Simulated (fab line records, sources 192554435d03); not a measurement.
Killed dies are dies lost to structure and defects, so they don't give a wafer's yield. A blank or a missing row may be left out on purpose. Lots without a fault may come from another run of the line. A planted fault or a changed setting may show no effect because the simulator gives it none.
Split-lot experiment | flow n5_finfet | 7 lots, 39 wafers read, on a route of 1938 steps

THE SPLIT
At N5_HKMG_FIN_ETCH_32 (etches SOC in N2/H2, target depth 240 nm, time 300 s), the setting source_w was moved away from the recipe's 840 W on 9 of the 39 wafers read, by -17.5% to +6.8%. The other wafers ran this setting at the recipe's value.

The reading is taken at the split's own step.

THE READING
rf_vpp_V, in V, at N5_HKMG_FIN_ETCH_32 (etches SOC in N2/H2, target depth 240 nm, time 300 s). Fault-free wafers of this fab line usually give 524.9 V, standard deviation 2.6 V.

wafer  | tool, chamber at the split | source_w as run, W | against the recipe | rf_vpp_V, V | against lot-mates on the recipe
L075.2 | rie_diel-05, 2             | 840                | recipe             | 525.1       | -
L075.4 | rie_diel-05, 0             | 840                | recipe             | 525.6       | -
L075.5 | rie_diel-05, 3             | 840                | recipe             | 524.6       | -
L077.1 | rie_diel-06, 3             | 693.4              | -17.5%             | 561.7       | +35.9
L077.2 | rie_diel-06, 0             | 840                | recipe             | 527.3       | -
L077.3 | rie_diel-06, 1             | 693.4              | -17.5%             | 555.9       | +30.1
L077.4 | rie_diel-06, 2             | 693.4              | -17.5%             | 562.7       | +36.9
L077.5 | rie_diel-06, 2             | 840                | recipe             | 528.3       | -
L077.6 | rie_diel-06, 1             | 840                | recipe             | 521.9       | -
L080.1 | rie_diel-04, 0             | 840                | recipe             | 523.1       | -
L080.2 | rie_diel-04, 2             | 840                | recipe             | 521.3       | -
L080.3 | rie_diel-04, 3             | 840                | recipe             | 527.3       | -
L080.4 | rie_diel-04, 1             | 840                | recipe             | 526.5       | -
L080.5 | rie_diel-04, 1             | 840                | recipe             | 527.2       | -
L080.6 | rie_diel-04, 0             | 840                | recipe             | 521.0       | -
L083.1 | rie_diel-04, 0             | 897.3              | +6.8%              | 510.8       | -12.1
L083.2 | rie_diel-04, 2             | 840                | recipe             | 519.4       | -
L083.3 | rie_diel-04, 1             | 897.3              | +6.8%              | 514.0       | -8.9
L083.4 | rie_diel-04, 3             | 840                | recipe             | 528.3       | -
L083.5 | rie_diel-04, 2             | 840                | recipe             | 521.0       | -
L083.6 | rie_diel-04, 3             | 897.3              | +6.8%              | 517.2       | -5.7
L087.1 | rie_diel-06, 0             | 840                | recipe             | 527.3       | -
L087.2 | rie_diel-06, 1             | 840                | recipe             | 522.5       | -
L087.3 | rie_diel-06, 2             | 840                | recipe             | 529.7       | -
L087.4 | rie_diel-06, 3             | 840                | recipe             | 525.4       | -
L087.5 | rie_diel-06, 1             | 840                | recipe             | 521.6       | -
L087.6 | rie_diel-06, 2             | 840                | recipe             | 528.2       | -
L088.1 | rie_diel-04, 1             | 840                | recipe             | 524.9       | -
L088.2 | rie_diel-04, 3             | 840                | recipe             | 529.0       | -
L088.3 | rie_diel-04, 2             | 840                | recipe             | 520.0       | -
L088.4 | rie_diel-04, 0             | 840                | recipe             | 523.1       | -
L088.5 | rie_diel-04, 1             | 840                | recipe             | 526.5       | -
L088.6 | rie_diel-04, 0             | 840                | recipe             | 523.9       | -
L094.1 | rie_diel-05, 2             | 784.8              | -6.6%              | 536.0       | +11.3
L094.2 | rie_diel-05, 1             | 784.8              | -6.6%              | 538.0       | +13.3
L094.3 | rie_diel-05, 0             | 840                | recipe             | 524.9       | -
L094.4 | rie_diel-05, 1             | 840                | recipe             | 524.8       | -
L094.5 | rie_diel-05, 2             | 784.8              | -6.6%              | 535.8       | +11.1
L094.6 | rie_diel-05, 0             | 840                | recipe             | 524.5       | -

THE FIT
A straight line over all 39 wafers: rf_vpp_V changes by -1.94 V for each +1% of source_w; r = -0.97; the points scatter about the line by 2.9 V.
The same after taking each lot's own level away (the mean of its wafers on the recipe; 39 wafers): -1.85 V for each +1%; r = -0.96; scatter 2.9 V.
On that fit, the largest move of source_w shifts the reading by 32 V.
The lots' own levels span 522.90 to 525.83 V, that is 1.1 times the standard deviation above.
So the lot-to-lot level changes the slope little: the two slopes agree.
Check: with one of the wafers moved furthest among these (-17.5%) left out of the fit, the line predicts +31.6 V for it against its lot-mates. It came out at +35.9 V against them.
Tool readings at the split's step, against how far the setting was moved: rf_vpp_V r = -0.97.

OTHER SPLITS ON THESE WAFERS
These wafers also went through other splits before the reading. Each is held against what the fit with the lots' levels taken away leaves over:
other split on the same wafers       | wafers away from the commonest value | r with rf_vpp_V (lot level and that fit taken away)
N5_DUMMY_GATE_HM_DEP_06 time_s       | 24                                   | +0.16
N5_DUMMY_GATE_EXPOSE_12 dose_mj      | 15                                   | -0.13
N5_DUMMY_GATE_ETCH_31 target_depth_a | 15                                   | +0.04
N5_SD_EPI_P_EXPOSE_06 dose_mj        | 12                                   | +0.11
N5_SD_ACTIVATION_LSA_01 temp_c       | 15                                   | -0.06
N5_HKMG_FIN_ETCH_58 source_w         | 12                                   | -0.06

THE WHOLE CHAIN: every reading that the file lists as answering this split, in the file's order
step                | what it does                                         | reading                                                                    | change (the file's fit)              | r (the file's)
N5_HKMG_FIN_ETCH_32 | etches SOC in N2/H2, target depth 240 nm, time 300 s | rf_vpp_V                                                                   | -1.87 V for each +1% of the setting  | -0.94
N5_HKMG_FIN_ETCH_32 | etches SOC in N2/H2, target depth 240 nm, time 300 s | HKMG_FIN.feature_depth_nm (the simulator's own value, which no gauge read) | +1.93 nm for each +1% of the setting | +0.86
N5_HKMG_FIN_ETCH_32 | etches SOC in N2/H2, target depth 240 nm, time 300 s | etch.depth_nm (the simulator's own value, which no gauge read)             | +1.92 nm for each +1% of the setting | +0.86

THE FILE'S OWN FIT
rf_vpp_V changes by -1.87 V for each +1% of source_w, r = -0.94.
